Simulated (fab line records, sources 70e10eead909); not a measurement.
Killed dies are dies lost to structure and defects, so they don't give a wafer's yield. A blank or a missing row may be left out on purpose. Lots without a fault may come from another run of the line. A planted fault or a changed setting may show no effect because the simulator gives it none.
fab line records | flow nand_harc
record lots=6 wafers=16 last_day=31
route steps=1302 shown A_ONON_D2@558 A_CHANNEL_HOLE_D2@570 END@1302
lots that met no fault: from a run of the same line without faults
start_h: hours from the record's first day to the start of the lot's first wafer shown | wait_h: hours since the lot's step before | " the same as in the row above | L1.1+2: a row that stands for several wafers | - no value, or no start given | * or withheld: withheld | < > ~ a bound
route shown NAME@n: a module of which the file shows steps, and the number in the route of the first | usual: mean/standard deviation of fault-free wafers | same: alike in all rows | chamber/n: place in a boat | sites: the reading at each site | _std_site: their standard deviation | _edge_site: outer sites' mean less inner sites' | radius_mm: how far each site lies from the wafer's centre | mask NAME#n: copy n | behind: the tool/chamber that last shaped the wafer | hold: why the lot was held/for how many hours/how that ended | device: the transistor (n, p or np) that didn't switch | end of line: the same wafers' tests at the end of the route | a step without rows: its recipe alone | killed: dies lost to structure and defects at the first sort, not the wafer's yield | map: a wafer's dies, x killed, . not, _ none there
set.NAME: the setting as run; set.NAME@STEP: as run at that earlier step | model.NAME: the simulator's own value behind a step, which no gauge read
lots at some steps of the route; a table a step, a row a wafer
services: from which hour (start_h, from the record's first day; less than 0 if before it) a tool's chamber was out of use, for how many hours, and why
## steps
# step NHARC_A_ONON_D2_DEP_19
# recipe target_thk_a=10000 n2_flow_sccm=2750 n2o_flow_sccm=2000 nh3_flow_sccm=500 sih4_flow_sccm=210 temp_c=400
# step NHARC_A_ONON_D2_THK_MEAS_21
# recipe thk_meas_gauge=ellipsometry
# usual thk_nm=999/7.2
# columns lot.wafer tool chamber start_h wait_h thk_nm
L375.2 film_metro-02 - 328.36 - 996
L375.4 " - " " 999
L375.5 " - " " 997
L377.1 film_metro-01 - 362.26 - 996
L377.2 " - " " 996
L377.4 " - " " 998
L378.1 film_metro-01 - 362.27 - 993
L378.5 " - " " 994
L378.6 " - " " 993
L379.1 film_metro-01 - 376.67 - 998
L379.3 " - " " 997
L379.4 " - " " 997
L385.5 film_metro-02 - 441.64 - 1000
L385.6 " - " " 1000
L388.3 film_metro-02 - 457.50 - 1001
L388.4 " - " " 1000
# step NHARC_A_ONON_D2_DEP_22
# recipe target_thk_a=10000 n2_flow_sccm=2750 n2o_flow_sccm=2000 nh3_flow_sccm=500 sih4_flow_sccm=210 temp_c=400
# step NHARC_A_ONON_D2_THK_MEAS_24
# recipe thk_meas_gauge=ellipsometry
# usual thk_nm=995/8
# columns lot.wafer tool chamber start_h wait_h thk_nm
L375.2 film_metro-02 - 328.93 - 1002
L375.4 " - " " 1002
L375.5 " - " " 1003
L377.1 film_metro-02 - 362.82 - 1003
L377.2 " - " " 1004
L377.4 " - " " 1003
L378.1 film_metro-01 - 362.84 - 991
L378.5 " - " " 992
L378.6 " - " " 991
L379.1 film_metro-01 - 377.25 - 996
L379.3 " - " " 999
L379.4 " - " " 995
L385.5 film_metro-02 - 442.21 - 996
L385.6 " - " " 994
L388.3 film_metro-01 - 458.07 - 992
L388.4 " - " " 992
# step NHARC_A_ONON_D2_DEP_25
# recipe target_thk_a=10000 n2_flow_sccm=2750 n2o_flow_sccm=2000 nh3_flow_sccm=500 sih4_flow_sccm=210 temp_c=400
# step NHARC_A_ONON_D2_THK_MEAS_27
# recipe thk_meas_gauge=ellipsometry
# usual thk_nm=1000/11
# columns lot.wafer tool chamber start_h wait_h thk_nm
L375.2 film_metro-02 - 329.50 - 993
L375.4 " - " " 995
L375.5 " - " " 993
L377.1 film_metro-02 - 363.39 - 1021
L377.2 " - " " 1024
L377.4 " - " " 1022
L378.1 film_metro-01 - 363.40 - 985
L378.5 " - " " 985
L378.6 " - " " 987
L379.1 film_metro-01 - 377.81 - 1001
L379.3 " - " " 1002
L379.4 " - " " 1001
L385.5 film_metro-02 - 442.78 - 987
L385.6 " - " " 988
L388.3 film_metro-01 - 458.64 - 1005
L388.4 " - " " 1004
# step NHARC_A_ONON_D2_DEP_28
# recipe target_thk_a=10000 n2_flow_sccm=2750 n2o_flow_sccm=2000 nh3_flow_sccm=500 sih4_flow_sccm=210 temp_c=400
# step NHARC_A_ONON_D2_THK_MEAS_30
# recipe thk_meas_gauge=ellipsometry
# usual thk_nm=998/10
# columns lot.wafer tool chamber start_h wait_h thk_nm
L375.2 film_metro-02 - 330.07 - 1003
L375.4 " - " " 1003
L375.5 " - " " 1006
L377.1 film_metro-02 - 363.96 - 989
L377.2 " - " " 988
L377.4 " - " " 991
L378.1 film_metro-01 - 363.97 - 1003
L378.5 " - " " 1002
L378.6 " - " " 1003
L379.1 film_metro-01 - 378.37 - 980
L379.3 " - " " 981
L379.4 " - " " 980
L385.5 film_metro-02 - 443.35 - 1015
L385.6 " - " " 1017
L388.3 film_metro-02 - 459.20 - 993
L388.4 " - " " 992
# step NHARC_A_ONON_D2_DEP_33
# recipe target_thk_a=2000 temp_c=400 pressure_torr=6.5 rf_w=900 teos_flow_sccm=161.4 flow_sccm=2650 target_thk_nm=200 gas=O2 material=SiO2
# usual heater_power_w=531/90 throttle_valve_pct=15.8/0.33
# columns lot.wafer tool chamber start_h wait_h heater_power_w throttle_valve_pct
L375.2 pecvd-04 1 330.13 0.1 531 16.1
L375.5 " 1 " " 549 16.1
L375.4 " 2 " " 580 16.2
L377.1 pecvd-02 1 364.02 0.1 509 16.3
L377.2 " 2 " " 378 15.5
L377.4 " 1 " " 504 15.9
L378.1 pecvd-04 1 364.08 0.1 615 16.5
L378.5 " 0 " " 791 15.4
L378.6 " 2 " " 521 16.2
L379.1 pecvd-04 1 378.43 0.1 584 16.0
L379.3 " 2 " " 600 16.4
L379.4 " 2 " " 600 16.5
L385.6 pecvd-03 1 443.58 0.2 501 15.3
L385.5 " 2 " " 504 15.6
L388.3 pecvd-02 2 459.26 0.1 397 15.4
L388.4 " 1 " " 449 15.6
# step NHARC_A_ONON_D2_THK_MEAS_34
# recipe thk_meas_gauge=ellipsometry
# usual thk_nm=201.1/2.3
# columns lot.wafer tool chamber start_h wait_h thk_nm
L375.2 film_metro-02 - 330.54 - 200.8
L375.4 " - " " 205.0
L375.5 " - " " 201.7
L377.1 film_metro-01 - 364.43 - 198.5
L377.2 " - " " 200.7
L377.4 " - " " 199.0
L378.1 film_metro-01 - 364.44 - 202.7
L378.5 " - " " 204.0
L378.6 " - " " 203.2
L379.1 film_metro-01 - 378.84 - 201.0
L379.3 " - " " 199.8
L379.4 " - " " 204.2
L385.5 film_metro-02 - 443.82 - 201.7
L385.6 " - " " 205.1
L388.3 film_metro-02 - 459.67 - 199.7
L388.4 " - " " 199.7
# step NHARC_A_ONON_D2_INSPECT_32
# usual raw_defect_count=397/150
# columns lot.wafer tool chamber start_h wait_h raw_defect_count
L375.2 defect_inspect-01 - 330.61 0.0 507
L375.4 " - " " 358
L375.5 " - " " 321
L378.1 defect_inspect-02 - 364.51 0.0 263
L378.5 " - " " 168
L378.6 " - " " 262
L377.1 defect_inspect-01 - 364.52 0.0 278
L377.2 " - " " 392
L377.4 " - " " 547
L379.1 defect_inspect-02 - 378.90 0.0 351
L379.3 " - " " 330
L379.4 " - " " 587
L385.5 defect_inspect-02 - 443.88 0.0 330
L385.6 " - " " 379
L388.3 defect_inspect-02 - 459.73 0.0 399
L388.4 " - " " 559
# step NHARC_A_CHANNEL_HOLE_D2_DEP_00
# recipe target_thk_a=31000 temp_c=400 material=aC
# usual throttle_valve_pct=34.999/0.0095
# columns lot.wafer tool chamber start_h wait_h throttle_valve_pct
L375.2 acl_dep-02 0 331.16 0.6 34.996
L375.4 " 0 " " 34.994
L375.5 " 0 " " 34.993
L378.1 acl_dep-03 0 364.58 0.1 35.002
L378.5 " 0 365.82 1.3 34.987
L378.6 " 0 " " 34.982
L377.1 acl_dep-01 0 364.58 0.1 35.011
L377.2 " 0 " " 35.003
L377.4 " 0 " " 34.993
L379.1 acl_dep-01 0 381.49 2.6 34.994
L379.3 " 0 " " 35.014
L379.4 " 0 " " 35.011
L385.5 acl_dep-01 0 449.73 5.8 35.009
L385.6 " 0 " " 34.990
L388.3 acl_dep-01 0 465.93 6.2 34.998
L388.4 " 0 " " 35.010
# step NHARC_A_CHANNEL_HOLE_D2_DEP_01
# recipe target_thk_a=1400 target_thk_nm=140 temp_c=400 pressure_torr=3.5 flow_sccm=200 rf_w=350 material=SiON
# usual heater_power_w=748/110
# columns lot.wafer tool chamber start_h wait_h heater_power_w
L375.2 pecvd-01 2 332.80 1.3 815
L375.4 " 1 " " 849
L375.5 " 2 " " 824
L378.1 pecvd-01 0 366.53 1.6 927
L378.6 " 1 " " 760
L378.5 " 2 " " 858
L377.2 pecvd-01 2 366.64 1.4 867
L377.1 " 1 " " 830
L377.4 " 1 " " 819
L379.3 pecvd-01 1 383.41 1.0 788
L379.1 " 2 " " 744
L379.4 " 2 " " 748
L385.6 pecvd-03 0 450.47 0.1 671
L385.5 " 1 " " 738
L388.3 pecvd-03 0 467.25 1.0 770
L388.4 " 1 " " 712
# step NHARC_A_CHANNEL_HOLE_D2_DEHYDRATE_02
# recipe temp_c=150 time_s=120
# step NHARC_A_CHANNEL_HOLE_D2_HMDS_03
# recipe time_s=30
# step NHARC_A_CHANNEL_HOLE_D2_COAT_36
# recipe temp_c=260 time_s=75
# step NHARC_A_CHANNEL_HOLE_D2_COAT_37
# recipe temp_c=225 time_s=65
# step NHARC_A_CHANNEL_HOLE_D2_COAT_04
# recipe spin_rpm=1500 resist_thk_nm=90
# step NHARC_A_CHANNEL_HOLE_D2_SOFTBAKE_05
# recipe temp_c=105 time_s=55
# step NHARC_A_CHANNEL_HOLE_D2_EBR_06
# step NHARC_A_CHANNEL_HOLE_D2_EXPOSE_07
# recipe na=1.35 target_cd_nm=100 sigma_outer=0.3 dose_mj=59.65 mask_id=HOLE_D2
# step NHARC_A_CHANNEL_HOLE_D2_PEB_08
# recipe peb_temp_c=100 peb_time_s=65
# step NHARC_A_CHANNEL_HOLE_D2_DEVELOP_09
# recipe develop_time_s=35 dev_temp_c=23
# step NHARC_A_CHANNEL_HOLE_D2_CD_MEAS_10
# recipe target_cd_nm=100 landing_energy_ev=500
# usual cd_nm=100.0/0.61
# same landing_energy_ev=500
# columns lot.wafer tool chamber start_h wait_h cd_nm
L375.2 cd_sem-01 0 333.50 - 100.8
L375.4 " 0 " " 99.5
L375.5 " 0 " " 99.6
L378.1 cd_sem-03 0 367.07 - 98.5
L378.5 " 0 " " 99.6
L378.6 " 0 " " 99.5
L377.1 cd_sem-03 0 367.36 - 99.7
L377.2 " 0 " " 100.5
L377.4 " 0 " " 99.5
L379.1 cd_sem-02 0 384.01 - 99.6
L379.3 " 0 " " 100.0
L379.4 " 0 " " 100.7
L385.5 cd_sem-01 0 451.00 - 100.4
L385.6 " 0 " " 99.5
L388.3 cd_sem-01 0 467.95 - 99.7
L388.4 " 0 " " 99.5
# step NHARC_A_CHANNEL_HOLE_D2_OVL_MEAS_11
# usual overlay_x_nm=0.1/0.83 overlay_y_nm=-0.1/0.92
# columns lot.wafer tool chamber start_h wait_h overlay_x_nm overlay_y_nm
L375.2 overlay-01 - 333.59 - -0.5 -1.5
L375.4 " - " " 0.0 -1.4
L375.5 " - " " 0.3 -1.1
L378.1 overlay-01 - 367.15 - 0.5 -0.7
L378.5 " - " " 0.4 -1.3
L378.6 " - " " 1.0 -1.2
L377.1 overlay-01 - 367.45 - 0.2 -0.3
L377.2 " - " " -0.8 -0.4
L377.4 " - " " -0.6 -0.2
L379.1 overlay-01 - 384.10 - -1.0 0.2
L379.3 " - " " -0.6 0.7
L379.4 " - " " -0.3 0.6
L385.5 overlay-02 - 451.08 - -1.3 -1.3
L385.6 " - " " -1.4 -1.2
L388.3 overlay-01 - 468.03 - 0.1 -1.2
L388.4 " - " " -0.5 0.2
# step NHARC_A_CHANNEL_HOLE_D2_INSPECT_12
# usual raw_defect_count=30/22
# columns lot.wafer tool chamber start_h wait_h raw_defect_count
L375.2 defect_inspect-01 - 333.62 0.0 67
L375.4 " - " " 53
L375.5 " - " " 59
L378.1 defect_inspect-01 - 367.19 0.0 65
L378.5 " - " " 43
L378.6 " - " " 58
L377.1 defect_inspect-01 - 367.49 0.0 8
L377.2 " - " " 11
L377.4 " - " " 12
L379.1 defect_inspect-02 - 384.13 0.0 10
L379.3 " - " " 7
L379.4 " - " " 13
L385.5 defect_inspect-01 - 451.11 0.0 21
L385.6 " - " " 15
L388.3 defect_inspect-02 - 468.07 0.0 19
L388.4 " - " " 12
# step NHARC_A_CHANNEL_HOLE_D2_DESCUM_15
# recipe time_s=3 o2_flow_sccm=200 ar_flow_sccm=0 bias_power_w=0 chemistry=O2
# step NHARC_A_CHANNEL_HOLE_D2_ETCH_38
# recipe target_depth_a=390 over_etch_frac=0.3 time_s=65 ion_energy_ev=80 cf4_flow_sccm=150 ar_flow_sccm=0 rf_w=300 bias_w=100 chemistry=CF4
# step NHARC_A_CHANNEL_HOLE_D2_ETCH_39
# recipe target_depth_a=2600 over_etch_frac=0.3 time_s=325 ion_energy_ev=200 n2_flow_sccm=150 h2_flow_sccm=150 ar_flow_sccm=0 rf_w=400 bias_w=150 chemistry=N2/H2
# step NHARC_A_CHANNEL_HOLE_D2_ETCH_34
# recipe target_depth_a=1540 time_s=77 cf4_flow_sccm=100 chf3_flow_sccm=30 ar_flow_sccm=0 rf_w=500 bias_w=200 chemistry=CF4/CHF3
# step NHARC_A_CHANNEL_HOLE_D2_ETCH_16
# recipe target_depth_a=31000 over_etch_frac=0.3 time_s=806 ion_energy_ev=150 o2_flow_sccm=400 cos_flow_sccm=20 ar_flow_sccm=0 rf_w=500 bias_w=300 chemistry=O2/COS
# step NHARC_A_CHANNEL_HOLE_D2_CD_MEAS_18
# usual cd_nm=99.2/2.3
# columns lot.wafer tool chamber start_h wait_h cd_nm
L375.2 cd_sem-02 - 334.79 - 102.8
L375.4 " - " " 99.6
L375.5 " - " " 100.0
L378.1 cd_sem-02 - 368.36 - 95.3
L378.5 " - " " 96.7
L378.6 " - " " 98.8
L377.1 cd_sem-03 - 368.66 - 103.3
L377.2 " - " " 102.5
L377.4 " - " " 101.7
L379.1 cd_sem-03 - 385.51 - 99.7
L379.3 " - " " 96.5
L379.4 " - " " 102.0
L385.5 cd_sem-01 - 452.29 - 100.8
L385.6 " - " " 101.0
L388.3 cd_sem-03 - 469.24 - 99.8
L388.4 " - " " 98.3
# step NHARC_A_CHANNEL_HOLE_D2_ETCH_19
# recipe bias_v=1200 source_w=2500 pressure_mtorr=15 time_s=34.5 ar_flow_sccm=375 c4f8_flow_sccm=28.8 o2_flow_sccm=96.2 temp_c=-20 target_depth_a=* chemistry=C4F8/O2/Ar
# step NHARC_A_CHANNEL_HOLE_D2_ETCH_20
# recipe bias_v=3000 source_w=withheld pressure_mtorr=20 time_s=361.9 ar_flow_sccm=375 c4f8_flow_sccm=89.3 o2_flow_sccm=35.7 temp_c=-20 target_depth_a=16000 chemistry=C4F8/O2/Ar
# step NHARC_A_CHANNEL_HOLE_D2_ETCH_21
# recipe bias_v=3000 source_w=withheld pressure_mtorr=20 time_s=514.3 ar_flow_sccm=375 c4f8_flow_sccm=89.3 o2_flow_sccm=35.7 temp_c=-20 target_depth_a=16000 chemistry=C4F8/O2/Ar
# step NHARC_A_CHANNEL_HOLE_D2_ETCH_22
# recipe bias_v=3000 source_w=withheld pressure_mtorr=20 time_s=666.7 ar_flow_sccm=375 c4f8_flow_sccm=89.3 o2_flow_sccm=35.7 temp_c=-20 target_depth_a=16000 chemistry=C4F8/O2/Ar
# usual drypump_motor_current_A=6.1/0.5 showerhead_plenum_p_Torr=3.73/0.13 throttle_valve_pct=32.155/0.0091
# columns lot.wafer tool chamber start_h wait_h drypump_motor_current_A rf_hours_counter_h showerhead_plenum_p_Torr throttle_valve_pct
L375.2 har_etch-01 0 335.74 0.4 6.2 179 3.68 32.170
L375.4 " 1 " " 5.3 - 3.68 32.157
L375.5 " 1 " " 5.3 - 3.68 32.170
L378.1 har_etch-01 1 369.39 0.4 5.4 199 3.67 32.153
L378.6 " 0 " " 6.2 - 3.67 32.161
L378.5 " 1 " " 5.3 - 3.67 32.152
L377.1 har_etch-02 0 369.60 0.4 6.7 391 3.56 32.142
L377.2 " 1 " " 6.2 392 3.90 32.167
L377.4 " 0 " " 6.8 - 3.56 32.159
L379.1 har_etch-01 0 386.54 0.4 6.2 207 3.67 32.146
L379.3 " 1 " " 5.3 - 3.67 32.159
L379.4 " 0 " " 6.2 - 3.67 32.164
L385.6 har_etch-01 0 455.64 0.5 6.2 - 3.64 32.139
L385.5 " 1 " " 5.3 - 3.64 32.141
L388.4 har_etch-02 1 473.58 0.4 6.2 - 3.87 32.152
L388.3 " 0 " " 6.7 - 3.90 32.167
# step NHARC_A_CHANNEL_HOLE_D2_ETCH_23
# recipe bias_v=5000 source_w=withheld pressure_mtorr=20 time_s=819 ar_flow_sccm=375 c4f8_flow_sccm=89.3 o2_flow_sccm=35.7 temp_c=-20 target_depth_a=16000 chemistry=C4F8/O2/Ar
# step NHARC_A_CHANNEL_HOLE_D2_ETCH_24
# recipe bias_v=5000 source_w=withheld pressure_mtorr=20 time_s=906.2 ar_flow_sccm=375 c4f8_flow_sccm=93.8 o2_flow_sccm=31.2 temp_c=-20 target_depth_a=15000 chemistry=C4F8/O2/Ar
# usual drypump_motor_current_A=6.1/0.51 showerhead_plenum_p_Torr=3.72/0.13 throttle_valve_pct=32.235/0.0094
# columns lot.wafer tool chamber start_h wait_h drypump_motor_current_A rf_hours_counter_h showerhead_plenum_p_Torr throttle_valve_pct
L375.2 har_etch-01 0 336.99 0.6 6.2 181 3.68 32.227
L375.4 " 1 " " 5.3 - 3.68 32.242
L375.5 " 1 " " 5.3 - 3.68 32.232
L378.1 har_etch-01 1 370.68 0.6 5.3 200 3.67 32.244
L378.6 " 0 " " 6.2 - 3.67 32.239
L378.5 " 1 " " 5.4 - 3.67 32.239
L377.1 har_etch-02 0 370.84 0.6 6.7 393 3.56 32.222
L377.2 " 1 " " 6.2 393 3.90 32.222
L377.4 " 0 " " 6.7 - 3.56 32.242
L379.1 har_etch-01 0 387.84 0.6 6.2 208 3.66 32.219
L379.3 " 1 " " 5.3 - 3.66 32.249
L379.4 " 0 " " 6.2 - 3.66 32.229
L385.6 har_etch-01 0 457.05 0.6 6.2 - 3.64 32.233
L385.5 " 1 " " 5.3 - 3.64 32.240
L388.4 har_etch-02 1 474.91 0.6 6.2 - 3.87 32.235
L388.3 " 0 " " 6.7 - 3.90 32.245
# step NHARC_A_CHANNEL_HOLE_D2_ETCH_25
# recipe bias_v=5000 source_w=withheld pressure_mtorr=20 time_s=1040.2 ar_flow_sccm=375 c4f8_flow_sccm=93.8 o2_flow_sccm=31.2 temp_c=-20 target_depth_a=15000 chemistry=C4F8/O2/Ar
# step NHARC_A_CHANNEL_HOLE_D2_ETCH_26
# recipe bias_v=300 source_w=2000 pressure_mtorr=30 time_s=224.1 ar_flow_sccm=375 c4f8_flow_sccm=11.4 o2_flow_sccm=113.6 temp_c=-20 target_depth_a=3000 chemistry=C4F8/O2/Ar
# step NHARC_A_CHANNEL_HOLE_D2_ETCH_27
# recipe bias_v=400 source_w=2000 pressure_mtorr=25 time_s=90 ar_flow_sccm=375 c4f8_flow_sccm=41.7 o2_flow_sccm=83.3 temp_c=-20 target_depth_a=4000 chemistry=C4F8/O2/Ar
# usual drypump_motor_current_A=6.1/0.5 showerhead_plenum_p_Torr=3.76/0.13 throttle_valve_pct=27.619/0.0085
# columns lot.wafer tool chamber start_h wait_h drypump_motor_current_A rf_hours_counter_h showerhead_plenum_p_Torr throttle_valve_pct
L375.2 har_etch-01 0 338.82 0.2 6.2 182 3.72 27.611
L375.4 " 1 " " 5.3 - 3.72 27.614
L375.5 " 1 " " 5.3 - 3.72 27.612
L378.1 har_etch-01 1 372.43 0.2 5.3 202 3.71 27.622
L378.6 " 0 " " 6.2 - 3.71 27.621
L378.5 " 1 " " 5.3 - 3.71 27.626
L377.1 har_etch-02 0 372.69 0.2 6.7 394 3.60 27.614
L377.2 " 1 " " 6.2 395 3.95 27.607
L377.4 " 0 " " 6.8 - 3.60 27.609
L379.1 har_etch-01 0 389.57 0.2 6.2 210 3.71 27.632
L379.3 " 1 " " 5.3 - 3.71 27.615
L379.4 " 0 " " 6.2 - 3.71 27.615
L385.6 har_etch-01 0 458.50 0.2 6.2 - 3.68 27.616
L385.5 " 1 " " 5.3 - 3.68 27.629
L388.4 har_etch-02 1 476.57 0.2 6.2 - 3.92 27.613
L388.3 " 0 " " 6.8 - 3.95 27.625
# step NHARC_END_SORT_01
# recipe temp_c=25
# usual killed_at_array=64/16 killed_at_other=1.0/1.1 killed_at_periphery=3.5/2.3 killed_dies=69/17 killed_open=3.2/1.6 killed_short=2.4/1.6
# same gross_dies=677
# columns lot.wafer tool chamber start_h wait_h killed_at_array killed_at_other killed_at_periphery killed_dies killed_open killed_short
L385.6 prober-01 0 728.38 4.0 675 0 1 676 3 0
L388.3 prober-01 0 753.45 3.1 676 0 1 677 2 0
# killed by level:class
L385.6 A_CHANNEL_HOLE_D2:area_dep=620 A_CHANNEL_HOLE_D2:chamber_film_flake=21 A_SLIT:chamber_film_flake=8 A_CHANNEL_HOLE_D1:chamber_film_flake=7 A_STAIRCASE:chamber_film_flake=6 A_CHANNEL_FILL_D1:chamber_film_flake=3 A_CONTACT:chamber_film_flake=3 A_CHANNEL_FILL_D2:chamber_film_flake=2
L388.3 A_CHANNEL_HOLE_D2:area_dep=642 A_CHANNEL_HOLE_D1:chamber_film_flake=15 A_CONTACT:chamber_film_flake=8 A_SLIT:chamber_film_flake=5 A_M0:geometric_particle:open=1 A_M1:geometric_particle:open=1 P_STI:chamber_film_flake=1 A_ZERO_WELL:chamber_film_flake=1
# map L385.6 (x killed, . not)
____________x____________
_________xxxxxxx_________
_______xxxxxxxxxxx_______
______xxxxxxxxxxxxx______
_____xxxxxxxxxxxxxxx_____
____xxxxxxxxxxxxxxxxx____
____xxxxxxxxxxxxxxxxx____
___xxxxxxxxxxxxxxxxxxx___
___xxxxxxxxxxxxxxxxxxx___
__xxxxxxxxxxxxxxxxxxxxx__
__xxxxxxxxxxxxxxxxxxxxx__
_xxxxxxxxxxxxxxxxxxxxxxx_
_xxxxxxxxxxxxxxxxxxxxxxx_
_xxxxxxxxxxxxxxxxxxxxxxx_
_xxxxxxxxxxxxxxxxxxxxxxx_
_xxxxxxxxxxxxxxxxxxxxxxx_
xxxxxxxxxxxxxxxxxxxxxxxxx
xxxxxxxxxxxxxxxxxxxxxxxxx
xxxxxxxxxxxxxxxxxxxxxxxxx
xxxxxxxxxxxxxxxxxxxxxxxxx
xxxxxxxxxxxxxxxxxxxxxxxxx
_xxxxxxxxxxxxxxxxxxxxxxx_
_xxxxxxxxxxxxxxxxxxxxxxx_
_xxxxxxxxxxxxxxxxxxxxxxx_
_xxxxxxxxxxxxxxxxxxxxxxx_
_xxxxxxxxxxxxxxxxxxxxxxx_
__xxxxxxxxxxxxxxxxxxxxx__
__xxxxxxxxxxxxxxxxxxxxx__
___xxxxxxxxxxxxxxxxxxx___
___xxxxxxxxxxxxxxxxxxx___
____xxxxxxxxxxxxxxxxx____
____xxxxxxxxxxxxxxxxx____
_____xxxxxxxxxxxxxxx_____
______xxxxxxxxxxxxx______
_______xxxxxxxxxxx_______
_________xxxxxxx_________
____________.____________
# map L388.3 (x killed, . not)
____________x____________
_________xxxxxxx_________
_______xxxxxxxxxxx_______
______xxxxxxxxxxxxx______
_____xxxxxxxxxxxxxxx_____
____xxxxxxxxxxxxxxxxx____
____xxxxxxxxxxxxxxxxx____
___xxxxxxxxxxxxxxxxxxx___
___xxxxxxxxxxxxxxxxxxx___
__xxxxxxxxxxxxxxxxxxxxx__
__xxxxxxxxxxxxxxxxxxxxx__
_xxxxxxxxxxxxxxxxxxxxxxx_
_xxxxxxxxxxxxxxxxxxxxxxx_
_xxxxxxxxxxxxxxxxxxxxxxx_
_xxxxxxxxxxxxxxxxxxxxxxx_
_xxxxxxxxxxxxxxxxxxxxxxx_
xxxxxxxxxxxxxxxxxxxxxxxxx
xxxxxxxxxxxxxxxxxxxxxxxxx
xxxxxxxxxxxxxxxxxxxxxxxxx
xxxxxxxxxxxxxxxxxxxxxxxxx
xxxxxxxxxxxxxxxxxxxxxxxxx
_xxxxxxxxxxxxxxxxxxxxxxx_
_xxxxxxxxxxxxxxxxxxxxxxx_
_xxxxxxxxxxxxxxxxxxxxxxx_
_xxxxxxxxxxxxxxxxxxxxxxx_
_xxxxxxxxxxxxxxxxxxxxxxx_
__xxxxxxxxxxxxxxxxxxxxx__
__xxxxxxxxxxxxxxxxxxxxx__
___xxxxxxxxxxxxxxxxxxx___
___xxxxxxxxxxxxxxxxxxx___
____xxxxxxxxxxxxxxxxx____
____xxxxxxxxxxxxxxxxx____
_____xxxxxxxxxxxxxxx_____
______xxxxxxxxxxxxx______
_______xxxxxxxxxxx_______
_________xxxxxxx_________
____________x____________
## services
# columns tool chamber start_h hours kind
pecvd-01 - 311.12 13.0 pm
pecvd-01 0 311.12 13.0 vent_cycle
pecvd-01 1 311.12 13.0 vent_cycle
pecvd-01 2 311.12 13.0 vent_cycle
pecvd-01 0 324.12 - clean
pecvd-01 1 324.12 - clean
pecvd-01 2 324.12 - clean
acl_dep-03 - 331.68 0.6 repair
acl_dep-02 - 338.71 1.4 repair
pecvd-03 - 366.22 13.0 pm
acl_dep-01 - 368.49 13.0 pm
har_etch-02 - 380.05 17.0 pm
har_etch-02 0 380.05 17.0 vent_cycle
har_etch-02 1 380.05 17.0 vent_cycle
har_etch-02 0 397.05 - clean
har_etch-02 0 397.05 - consumable_replace:focus_ring
har_etch-02 0 397.05 - consumable_replace:showerhead
har_etch-02 1 397.05 - clean
har_etch-02 1 397.05 - consumable_replace:focus_ring
pecvd-02 - 408.11 13.0 pm
pecvd-03 0 413.59 3.8 repair
acl_dep-02 - 426.95 13.0 pm
pecvd-04 - 450.00 13.0 pm
pecvd-01 1 464.36 8.1 repair
## key
first_sign step=NHARC_END_SORT_01 reading=killed_at_array direction=up sigmas=37 usual=64 struck=676
effect step=NHARC_END_SORT_01 reading=killed_dies direction=up sigmas=37 usual=69 struck=676
more_kills_born_at NHARC_A_CHANNEL_HOLE_D2_DEP_00@acl_dep-01=1262
met_at NHARC_A_CHANNEL_HOLE_D2_DEP_00
struck_wafers L385.6,L388.3
later_rows_left_out L385.6,L388.3
tester_left_out L385,L388
fault kind=process_parameter_drift tool=acl_dep-01 chamber=- onset_h=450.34 steps=NHARC_A_CHANNEL_HOLE_D2_DEP_00 channel=target_thk_a offset=* shape=step end_h=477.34 scope=struck_wafers_only acts_in=* stated=*
# tester_left_out: of these lots the tester's yield and bins aren't shown, on N5 and GAA mostly nor the transistor test; their killed dies are dies lost to structure and defects alone, not to doping, threshold or leakage, so they don't give the yield
# later_rows_left_out: the simulator's readings of these wafers behind a module that went badly wrong aren't trusted and aren't shown, but for the sort
